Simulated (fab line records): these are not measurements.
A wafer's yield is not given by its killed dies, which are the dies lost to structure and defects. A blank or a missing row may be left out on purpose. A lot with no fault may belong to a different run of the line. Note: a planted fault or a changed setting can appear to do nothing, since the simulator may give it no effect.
Which tool did it? + flow n5Finfet + Sampling: 12 lots, 36 wafers, 2 of 1938 route steps

WHAT THE GAUGES READ, wafer by wafer
N5_BEOL_M14_CD_MEAS_28 targets a cd of 284.4 nm.
| lot  | measured     | on       | cdNm (nm)         |
|------|--------------|----------|-------------------|
| L075 | day 11 00:48 | cdSem-02 | 283.8 286.5 285.7 |
| L077 | day 11 17:07 | cdSem-02 | 283.7 286.5 284.7 |
| L079 | day 11 22:34 | cdSem-01 | 289.0 285.4 287.0 |
| L081 | day 12 11:49 | cdSem-02 | 281.1 285.7 282.9 |
| L082 | day 12 21:02 | cdSem-01 | 286.1 285.5 286.5 |
| L085 | day 14 00:05 | cdSem-02 | 286.0 284.8 285.8 |
| L088 | day 14 10:46 | cdSem-01 | 285.3 287.3 287.4 |
| L086 | day 14 18:35 | cdSem-01 | 286.3 282.9 285.2 |
| L091 | day 15 18:04 | cdSem-02 | 283.2 285.4 283.3 |
| L092 | day 15 23:22 | cdSem-03 | 285.2 286.5 288.2 |
| L094 | day 16 14:52 | cdSem-01 | 287.4 285.3 284.9 |
| L097 | day 16 20:50 | cdSem-02 | 283.7 285.9 284.2 |

WHAT TOOL EACH LOT RAN ON (gives the tool, then ch and the chambers of the sampled wafers, and finally the start)
| lot  | N5_BEOL_M13_DEGAS_41        |
|------|-----------------------------|
| L075 | pvdSputter-02, day 10 21:24 |
| L077 | pvdSputter-03, day 11 14:07 |
| L079 | pvdSputter-01, day 11 19:36 |
| L081 | pvdSputter-01, day 12 08:54 |
| L082 | pvdSputter-02, day 12 17:59 |
| L085 | pvdSputter-03, day 13 21:19 |
| L088 | pvdSputter-03, day 14 07:59 |
| L086 | pvdSputter-01, day 14 15:35 |
| L091 | pvdSputter-02, day 15 15:05 |
| L092 | pvdSputter-03, day 15 20:32 |
| L094 | pvdSputter-02, day 16 12:05 |
| L097 | pvdSputter-02, day 16 18:03 |
- N5_BEOL_M13_DEGAS_41: time 60 s.

THE ANSWER, worked out from the rows above alone
Rule: what is usual is taken from the lots themselves. The widest of any qualifying gaps counts: lots, ordered by their means at a reading, are off when they make up no more than a third of the lots, leave a main group of 4 or more, and stand apart from it by 3 or more times the standard deviation of that group's means. If all means in a main group match to the digits the tables above print for the reading, that group is not used. Also off: a lot with no number at a reading for which 4 or more lots have one. Any other lot the step has rows for is counted as sound.
No lot is off at any reading shown: from this, nothing can be told.

WHAT WAS PUT IN BY THE SIMULATOR
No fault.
